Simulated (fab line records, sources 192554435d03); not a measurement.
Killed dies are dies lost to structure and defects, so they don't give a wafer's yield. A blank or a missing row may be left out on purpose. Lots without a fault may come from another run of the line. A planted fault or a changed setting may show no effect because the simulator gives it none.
Chamber matching | flow n5_finfet | N5_BEOL_M7_CURE_75 on uv_cure-02: 3 sister chambers
The step cures SiCOH lowk, time 120 s. 6 wafers are shown with their chamber, then 9 later ones without.

WAFERS WITH THEIR CHAMBER
wafer  | chamber | wafer_temp_C_max | lamp_power_pct (%)
L079.4 | 0       | 371.8            | 52.30
L079.6 | 0       | 372.2            | 52.36
L082.5 | 2       | 371.5            | 52.31
L082.6 | 2       | 371.4            | 52.35
L088.5 | 1       | 372.4            | 52.26
L088.6 | 1       | 371.7            | 52.31

WAFERS WITHOUT THEIR CHAMBER
wafer  | wafer_temp_C_max | lamp_power_pct (%)
L092.1 | 371.8            | 52.39
L092.2 | 371.8            | 52.32
L092.3 | 371.4            | 52.35
L092.4 | 371.5            | 52.38
L092.5 | 371.0            | 52.38
L092.6 | 371.0            | 52.24
L096.3 | 372.0            | 52.35
L096.5 | 372.0            | 52.44
L096.6 | 371.5            | 52.29

WHICH CHAMBER EACH WENT THROUGH
wafer  | from the rows above          | in truth
L092.1 | can't be placed: 0 or 2 or 1 | 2
L092.2 | can't be placed: 0 or 2 or 1 | 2
L092.3 | can't be placed: 2 or 0      | 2
L092.4 | can't be placed: 2 or 0 or 1 | 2
L092.5 | can't be placed: 2 or 0      | 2
L092.6 | can't be placed: 2 or 1 or 0 | 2
L096.3 | can't be placed: 0 or 2 or 1 | 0
L096.5 | can't be placed: 0 or 2 or 1 | 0
L096.6 | can't be placed: 2 or 1 or 0 | 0
Placed correctly: 0 of 9. Can't be placed from these rows: 9 (the true chamber is among the candidates in 9). Placed wrongly: 0.
How it was worked out, from the rows above alone: a wafer's distance from a chamber is the root of the sum, over the readings, of the square of ((its reading less the chamber's mean) divided by the reading's scatter). The wafer belongs to the nearest chamber; if the next one is less than 2 further off, it can't be placed. A chamber's mean is the mean of its shown wafers. The scatter: the root of (the sum of the squares of (reading less its chamber's mean) over the shown wafers, divided by (wafers less chambers)).
